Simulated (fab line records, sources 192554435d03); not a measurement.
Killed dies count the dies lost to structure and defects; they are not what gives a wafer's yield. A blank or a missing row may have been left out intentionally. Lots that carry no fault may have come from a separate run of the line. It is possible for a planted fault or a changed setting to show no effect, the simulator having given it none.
Struck lot and sound lot, side by side -- flow n5-finfet -- 21 steps out of a route of 1938
Sound: wafers L936.4, L936.6. The struck wafers were L950.1, L950.4, L950.5. Last of all comes the cause.
Each step with rows lists, per side, the tool, then ch with its chambers, then its first start. Under that, the readings that differ: sound wafers -- struck wafers -- difference of the means -- sigmas: that difference in standard deviations of wafers without a fault.
alike: same words and numbers on both sides, and readings whose means sit less than 2 such deviations apart. not compared: any withheld reading, any reading some wafer has no value for, any bound like >300 that may hide the same value, and any number with overlapping values for which the record gives no deviation.
Wherever a step has rows on one side only, a row that says differs or no value, or a row with sigmas, the two part there. Numbers that don't overlap but have no deviation are shown without sigmas and don't part them. A reading missing from all wafers of one side parts the sides only when that side holds two or more wafers.

first, 11 steps without rows for these wafers: N5_FIN_SAQP_SRD_66 (time 30 s); N5_FIN_SAQP_RECESS_75 (chemistry HF/NH3, target SiO2, target depth 14.4 nm, afs cycles 3, sublimation time 60 s); N5_FIN_SAQP_SPACER1_ALD_24 (deposits SiO2, target thk 20.3 nm, pulse time 1 s, purge time 2 s); N5_FIN_SAQP_SPACER1_ETCHBACK_25 (etches SiO2 in CHF3/O2, target depth 24.4 nm, time 12.2 s); N5_FIN_SAQP_MANDREL1_REMOVE_56 (chemistry HBr/Cl2/O2, target a-Si, stops on SiNx, bt time 10 s); N5_FIN_SAQP_ETCH_57 (etches SiNx in CH3F/O2, target depth 32.5 nm, time 46.4 s); N5_FIN_SAQP_ETCH_65 (etches SiO2 in CF4, target depth 4 nm, time 4.4 s); N5_FIN_SAQP_MANDREL_ETCH_58 (etches a-Si in HBr/Cl2, stops on SiNx, target depth 45 nm, bt time 10 s, time 27 s); N5_FIN_SAQP_RECESS_63 (chemistry HF/NH3, target SiO2, target depth 18 nm, afs cycles 3, sublimation time 60 s); N5_FIN_SAQP_COAT_68 (time 60 s, resist thk 100 nm); N5_FIN_SAQP_ETCH_69 (etches SOC in N2/H2, stops on SiNx, target depth 150 nm).
N5_FIN_SAQP_ETCH_67: etches SiNx in CH3F/O2, target depth 30 nm.
  sound on rie-diel-03 ch 0,3, day 4 01:03; struck on rie-diel-06 ch 0,2, day 7 12:47
  no value came back on the struck wafers for any of 9 readings (CH3F_flow_sccm (sccm), O2_flow_sccm (sccm) and others); on the sound wafers CH3F_flow_sccm (sccm) reads 30.07 29.95
reading,sound,struck,difference,sigmas
model.SOC_of_FIN_SAQP_COAT_68.thk-nm (nm),0 0,0.6 5.2 1.8,+2.5,
  not compared: rf-hours-counter-h
then, 5 steps without rows for these wafers: N5_FIN_SAQP_STRIP_70 (strips in N2/H2); N5_FIN_SAQP_RECESS_71 (chemistry HF/NH3, target SiO2, target depth 3 nm, afs cycles 1, sublimation time 60 s); N5_FIN_SAQP_SPACER2_ALD_28 (deposits SiO2, target thk 8.1 nm, pulse time 1 s, purge time 2 s); N5_FIN_SAQP_SPACER2_ETCHBACK_29 (etches SiO2 in CHF3/O2, target depth 12.2 nm, time 6.1 s); N5_FIN_SAQP_MANDREL2_REMOVE_60 (chemistry HBr/Cl2/O2, target a-Si, stops on SiNx, bt time 10 s).
N5_FIN_SAQP_HM_OPEN_33: chemistry CH3F/O2, target SiNx, target depth 49.4 nm, time 70.6 s.
  sound on rie-diel-06 ch 1,3, day 4 01:53; struck on rie-diel-03 ch 1,2, day 7 13:46
reading,sound,struck,difference,sigmas
etch-rf-on-time-s (s),67.2 69.4,82.1 81.8 82.7,+13.9,+9
model.etch.depth-nm (nm),38.71 37.97,44.16 45.19 45.34,+6.56,
  alike: CH3F_flow_sccm, bias-w, drypump-motor-current-A, mfc-ar-sccm, oes-product-au, rf-vpp-V, showerhead-plenum-p-Torr, throttle-valve-pct
  not compared: rf-hours-counter-h
then, 1 step without rows for these wafers: N5_FIN_SAQP_ETCH_34 (etches SiO2 in C4F6/O2, target depth 45 nm, time 15 s).
N5_BEOL_M4_RC_MEAS_101:
  the record has rows for the sound wafers here (prober-01 ch 0, day 10 07:20) and none for the struck ones
-- the record jumps here: 11 days lie between the struck wafers' starts before and after (it left off in module BEOL_M4 and takes up again in module PASSIVATION, whose first step shown is number 1936 of the route) --
N5_PASSIVATION_PROBE_49:
  sound on prober-02, day 14 15:21; struck on prober-02, day 18 09:17
reading,sound,struck,difference,sigmas
defect-limited-yield (%),92.8 92.2,0 0 0,-92,-62
killed-at-front-end,27 33,1132 1132 1132,+1102,+99 or more
killed-dies,85 92,1180 1180 1180,+1092,+64
killed-on-rim,14 12,152 152 152,+139,+39
sort_bin_5_function (%),4.7 4.5,97.3 96.9 97.2,+92.5,+99 or more
sort_bin_8_speed (%),0.08 0,0 0 0,+0,-5
sort-n-pass,1094 1088,0 0 0,-1091,-64
sort-yield-pct (%),92.7 92.2,0 0 0,-92,-62
  alike: killed_at_M0_to_M3, killed_at_M4_up, killed-at-contacts, killed-at-other, killed-open, killed-short, sort_bin_6_memory

== WHERE THEY PART ==
Earliest at N5_FIN_SAQP_ETCH_67; latest, in this record, at N5_PASSIVATION_PROBE_49.

WHY: whatever the simulator had introduced
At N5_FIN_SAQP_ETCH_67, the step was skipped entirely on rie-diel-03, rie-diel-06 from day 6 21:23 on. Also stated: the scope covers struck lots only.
